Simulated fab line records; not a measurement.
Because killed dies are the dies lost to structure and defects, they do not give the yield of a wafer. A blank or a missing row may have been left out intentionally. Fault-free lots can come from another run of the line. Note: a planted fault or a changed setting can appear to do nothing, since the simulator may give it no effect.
Struck lot and sound lot, side by side / flow n5-finfet / 16 out of 1938 route steps
Sound: the wafers L279.1, L279.2, L279.3. Struck: wafers L267.1, L267.3, L267.5. Last of all comes the cause.
Per side, at each step with rows, come the tool, then ch with its chambers, and then its first start. Under that, the readings that differ: sound wafers / struck wafers / difference of the means / sigmas: that difference in standard deviations of wafers without a fault.
alike: a reading whose means differ by less than 2 such deviations, as well as words and numbers matching on both sides. not compared: withheld readings; readings where some wafer has no value; bounds like >300 that might hide an equal value; numbers whose values overlap and for which the record gives no deviation.
The two part at a step that has a row with sigmas, a row that says differs or no value, or rows on one side only. When numbers do not overlap yet have no deviation, they are printed without sigmas and do not part them. A reading missing from all wafers of one side parts the sides only when that side holds two or more wafers.

first, 8 steps without rows for these wafers: N5_BEOL_M2_COAT_68 (time 60 s, resist thk 12 nm); N5_BEOL_M2_COAT_76 (time 60 s, resist thk 5 nm); N5_BEOL_M2_COAT_22 (resist thk 30 nm); N5_BEOL_M2_EBR_24; N5_BEOL_M2_SOFTBAKE_23 (time 60 s); N5_BEOL_M2_EXPOSE_25 (exposes mask V1, defocus 5 nm); N5_BEOL_M2_PEB_26 (peb time 60 s); N5_BEOL_M2_DEVELOP_27 (develop time 30 s).
N5_BEOL_M2_CD_MEAS_28: target cd 26.2 nm, target cd y 24.1 nm.
  sound on cd-sem-01 ch 0, day 11 16:51; struck on cd-sem-01 ch 0, day 8 20:03
  alike: cd-nm
N5_BEOL_M2_OVL_MEAS_29:
  sound on overlay-02 ch 0, day 11 16:53; struck on overlay-01 ch 0, day 8 20:05
  alike: V1_OVL
N5_BEOL_M2_INSPECT_30: inspects for defects (brightfield).
  sound on defect-inspect-01, day 11 16:56; struck on defect-inspect-01, day 8 20:08
reading=raw-defect-count; sound=576 654 497; struck=335 402 403; difference=-196; sigmas=-2
N5_BEOL_M2_DESCUM_33: chemistry O2, time 7 s.
  sound on rie-diel-01 ch 0,2,3, day 11 16:58; struck on rie-diel-05 ch 2,3, day 8 20:15
  alike: drypump-motor-current-A, oes-product-au, rf-vpp-V, showerhead-plenum-p-Torr, throttle-valve-pct
  not compared: rf-hours-counter-h
N5_BEOL_M2_ETCH_77: etches underlayer in N2/H2, target depth 6.5 nm, time 5.2 s.
  sound on rie-diel-01 ch 0,2,3, day 11 17:00; struck on rie-diel-05 ch 2,3, day 8 20:17
reading=etch-rf-on-time-s (s); sound=5.06 5.08 5.24; struck=7.03 7.08 7.15; difference=+1.96; sigmas=+15
reading=oes-product-au (a.u.); sound=0.81 0.78 0.62; struck=0.57 0.52 0.52; difference=-0.20; sigmas=-3
  alike: bias-w, drypump-motor-current-A, rf-vpp-V, showerhead-plenum-p-Torr, throttle-valve-pct
  not compared: rf-hours-counter-h
N5_BEOL_M2_ETCH_69: etches SiARC in CF4, target depth 15.6 nm, time 26 s.
  sound on rie-diel-01 ch 0,2,3, day 11 17:01; struck on rie-diel-05 ch 2,3, day 8 20:18
  alike: bias-w, drypump-motor-current-A, etch-rf-on-time-s, oes-product-au, rf-vpp-V, showerhead-plenum-p-Torr, throttle-valve-pct
  not compared: rf-hours-counter-h
N5_BEOL_M4_RC_MEAS_101:
  sound on prober-01 ch 0, day 13 09:05; struck on prober-02 ch 0, day 10 13:26
  alike: DIBL_N, DIBL_P, IOFF_N, IOFF_P, ION_N, ION_P, SS_N, SS_P, VT_N, VT_P
-- a jump in the record: the struck wafers' starts before and after are 5 days apart (it breaks off in module BEOL_M4 and resumes in module PASSIVATION, where the first step shown is number 1936 of the route) --
N5_PASSIVATION_PROBE_49:
  record: rows for the struck wafers here (prober-01, day 15 13:19), none for the sound ones

== WHERE THEY PART ==
Last at N5_PASSIVATION_PROBE_49 as far as this record goes, first at N5_BEOL_M2_INSPECT_30.

WHY: what had been put in by the simulator
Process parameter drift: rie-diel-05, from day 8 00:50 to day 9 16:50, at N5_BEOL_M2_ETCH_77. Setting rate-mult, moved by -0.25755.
